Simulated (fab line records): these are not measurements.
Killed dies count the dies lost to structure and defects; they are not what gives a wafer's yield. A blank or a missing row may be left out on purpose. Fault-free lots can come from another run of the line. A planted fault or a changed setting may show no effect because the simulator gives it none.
Split-lot study :: flow n5_finfet :: 21 wafers read across 7 lots, on a route 1938 steps long

## ON THE SPLIT
At N5_BEOL_M5_COAT_22 (resist thk 30 nm), the setting spin_rpm was moved away from the recipe's 1500 rpm on 9 of the 21 wafers read, by -7.2% to +10.7%. The other wafers ran this setting at the recipe's value.

## FROM THE SPLIT TO THE READING: what the file shows between them, 4 steps
- N5_BEOL_M5_EBR_24
- N5_BEOL_M5_SOFTBAKE_23: time 60 s
- N5_BEOL_M5_EXPOSE_25: exposes mask V4, defocus 10 nm
- N5_BEOL_M5_PEB_26: peb time 60 s

## THE READING
CAR-EUV_of_BEOL_M5_COAT_22.thk_nm (the simulator's own value, which no gauge read), in nm, at N5_BEOL_M5_DEVELOP_27 (develop time 30 s). The file does not state a usual value for it. Here, 12 wafers ran the recipe; their average is 29.5 nm with a standard deviation of 0.15 nm.

wafer: L074.1
tool, chamber at the split: litho_track-02, 0
spin_rpm as run, rpm: 1627
against the recipe: +8.5%
CAR-EUV_of_BEOL_M5_COAT_22.thk_nm, nm: 28.2
against lot-mates on the recipe: -1.2

wafer: L074.4
tool, chamber at the split: litho_track-02, 0
spin_rpm as run, rpm: 1627
against the recipe: +8.5%
CAR-EUV_of_BEOL_M5_COAT_22.thk_nm, nm: 28.2
against lot-mates on the recipe: -1.2

wafer: L074.6
tool, chamber at the split: litho_track-02, 0
spin_rpm as run, rpm: 1500
against the recipe: recipe
CAR-EUV_of_BEOL_M5_COAT_22.thk_nm, nm: 29.4
against lot-mates on the recipe: -

wafer: L075.1
tool, chamber at the split: litho_track-02, 0
spin_rpm as run, rpm: 1627
against the recipe: +8.5%
CAR-EUV_of_BEOL_M5_COAT_22.thk_nm, nm: 28.2
against lot-mates on the recipe: -1.2

wafer: L075.6
tool, chamber at the split: litho_track-02, 0
spin_rpm as run, rpm: 1627
against the recipe: +8.5%
CAR-EUV_of_BEOL_M5_COAT_22.thk_nm, nm: 28.2
against lot-mates on the recipe: -1.2

wafer: L075.3
tool, chamber at the split: litho_track-02, 0
spin_rpm as run, rpm: 1500
against the recipe: recipe
CAR-EUV_of_BEOL_M5_COAT_22.thk_nm, nm: 29.4
against lot-mates on the recipe: -

wafer: L077.4
tool, chamber at the split: litho_track-02, 0
spin_rpm as run, rpm: 1661
against the recipe: +10.7%
CAR-EUV_of_BEOL_M5_COAT_22.thk_nm, nm: 28
against lot-mates on the recipe: -1.5

wafer: L077.5
tool, chamber at the split: litho_track-02, 0
spin_rpm as run, rpm: 1500
against the recipe: recipe
CAR-EUV_of_BEOL_M5_COAT_22.thk_nm, nm: 29.6
against lot-mates on the recipe: -

wafer: L077.6
tool, chamber at the split: litho_track-02, 0
spin_rpm as run, rpm: 1500
against the recipe: recipe
CAR-EUV_of_BEOL_M5_COAT_22.thk_nm, nm: 29.4
against lot-mates on the recipe: -

wafer: L079.3
tool, chamber at the split: litho_track-01, 0
spin_rpm as run, rpm: 1500
against the recipe: recipe
CAR-EUV_of_BEOL_M5_COAT_22.thk_nm, nm: 29.6
against lot-mates on the recipe: -

wafer: L079.4
tool, chamber at the split: litho_track-01, 0
spin_rpm as run, rpm: 1500
against the recipe: recipe
CAR-EUV_of_BEOL_M5_COAT_22.thk_nm, nm: 29.6
against lot-mates on the recipe: -

wafer: L079.5
tool, chamber at the split: litho_track-01, 0
spin_rpm as run, rpm: 1500
against the recipe: recipe
CAR-EUV_of_BEOL_M5_COAT_22.thk_nm, nm: 29.6
against lot-mates on the recipe: -

wafer: L084.1
tool, chamber at the split: litho_track-01, 0
spin_rpm as run, rpm: 1392
against the recipe: -7.2%
CAR-EUV_of_BEOL_M5_COAT_22.thk_nm, nm: 31
against lot-mates on the recipe: +1.2

wafer: L084.4
tool, chamber at the split: litho_track-01, 0
spin_rpm as run, rpm: 1500
against the recipe: recipe
CAR-EUV_of_BEOL_M5_COAT_22.thk_nm, nm: 29.8
against lot-mates on the recipe: -

wafer: L084.6
tool, chamber at the split: litho_track-01, 0
spin_rpm as run, rpm: 1500
against the recipe: recipe
CAR-EUV_of_BEOL_M5_COAT_22.thk_nm, nm: 29.8
against lot-mates on the recipe: -

wafer: L089.3
tool, chamber at the split: litho_track-02, 0
spin_rpm as run, rpm: 1392
against the recipe: -7.2%
CAR-EUV_of_BEOL_M5_COAT_22.thk_nm, nm: 30.6
against lot-mates on the recipe: +1.2

wafer: L089.4
tool, chamber at the split: litho_track-02, 0
spin_rpm as run, rpm: 1500
against the recipe: recipe
CAR-EUV_of_BEOL_M5_COAT_22.thk_nm, nm: 29.4
against lot-mates on the recipe: -

wafer: L089.5
tool, chamber at the split: litho_track-02, 0
spin_rpm as run, rpm: 1500
against the recipe: recipe
CAR-EUV_of_BEOL_M5_COAT_22.thk_nm, nm: 29.4
against lot-mates on the recipe: -

wafer: L091.1
tool, chamber at the split: litho_track-02, 0
spin_rpm as run, rpm: 1647
against the recipe: +9.8%
CAR-EUV_of_BEOL_M5_COAT_22.thk_nm, nm: 28.2
against lot-mates on the recipe: -1.2

wafer: L091.2
tool, chamber at the split: litho_track-02, 0
spin_rpm as run, rpm: 1500
against the recipe: recipe
CAR-EUV_of_BEOL_M5_COAT_22.thk_nm, nm: 29.4
against lot-mates on the recipe: -

wafer: L091.6
tool, chamber at the split: litho_track-02, 0
spin_rpm as run, rpm: 1647
against the recipe: +9.8%
CAR-EUV_of_BEOL_M5_COAT_22.thk_nm, nm: 28
against lot-mates on the recipe: -1.4

FIT RESULTS
A straight line over all 21 wafers: CAR-EUV_of_BEOL_M5_COAT_22.thk_nm changes by -0.157 nm for each +1% of spin_rpm; r = -0.99; the points scatter about the line by 0.15 nm.
The same after taking each lot's own level away (the mean of its wafers on the recipe; 21 wafers): -0.145 nm for each +1%; r = -1.00; scatter 0.072 nm.
That fit puts the effect of the largest move of spin_rpm on the reading at 1.6 nm.
Across the lots, their own levels run from 29.40 to 29.80 nm, a range of 2.7 times the standard deviation given above.
Consequently the slope shifts little with the lot-to-lot level, the two slopes agreeing.
Check: with one of the wafers moved furthest among these (+10.7%) left out of the fit, the line predicts -1.53 nm for it against its lot-mates. It came out at -1.5 nm against them.

## ADDITIONAL SPLITS CARRIED BY THESE WAFERS
Before the reading, these wafers also passed through other splits. Each is held against what the fit with the lots' levels taken away leaves over:
other split on the same wafers: N5_BEOL_M2_EXPOSE_25 dose_mj
wafers away from the commonest value: 7
r with CAR-EUV_of_BEOL_M5_COAT_22.thk_nm (lot level and that fit taken away): -0.04

other split on the same wafers: N5_BEOL_M3_PECVD_72 time_s
wafers away from the commonest value: 7
r with CAR-EUV_of_BEOL_M5_COAT_22.thk_nm (lot level and that fit taken away): +0.05

other split on the same wafers: N5_BEOL_M4_COAT_67 spin_rpm
wafers away from the commonest value: 5
r with CAR-EUV_of_BEOL_M5_COAT_22.thk_nm (lot level and that fit taken away): +0.14

other split on the same wafers: N5_BEOL_M4_DESCUM_33 time_s
wafers away from the commonest value: 7
r with CAR-EUV_of_BEOL_M5_COAT_22.thk_nm (lot level and that fit taken away): +0.23

other split on the same wafers: N5_BEOL_M4_VIA_ETCH_34 source_w
wafers away from the commonest value: 11
r with CAR-EUV_of_BEOL_M5_COAT_22.thk_nm (lot level and that fit taken away): -0.35

other split on the same wafers: N5_BEOL_M4_TRENCH_ETCH_37 bias_w
wafers away from the commonest value: 6
r with CAR-EUV_of_BEOL_M5_COAT_22.thk_nm (lot level and that fit taken away): +0.09

other split on the same wafers: N5_BEOL_M5_ETCH_72 bias_w
wafers away from the commonest value: 5
r with CAR-EUV_of_BEOL_M5_COAT_22.thk_nm (lot level and that fit taken away): +0.14

## THE WHOLE CHAIN: every reading that the file lists as answering this split, in the file's order
step: N5_BEOL_M5_COAT_22
what it does: resist thk 30 nm
reading: CAR-EUV_of_BEOL_M5_COAT_22.thk_nm (the simulator's own value, which no gauge read)
change (the file's fit): -0.153 nm for each +1% of the setting
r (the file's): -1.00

step: N5_BEOL_M5_DEVELOP_27
what it does: develop time 30 s
reading: CAR-EUV_of_BEOL_M5_COAT_22.thk_nm (the simulator's own value, which no gauge read)
change (the file's fit): -0.145 nm for each +1% of the setting
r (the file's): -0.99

## THE FILE'S OWN FIT
CAR-EUV_of_BEOL_M5_COAT_22.thk_nm changes by -0.145 nm for each +1% of spin_rpm, r = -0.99.
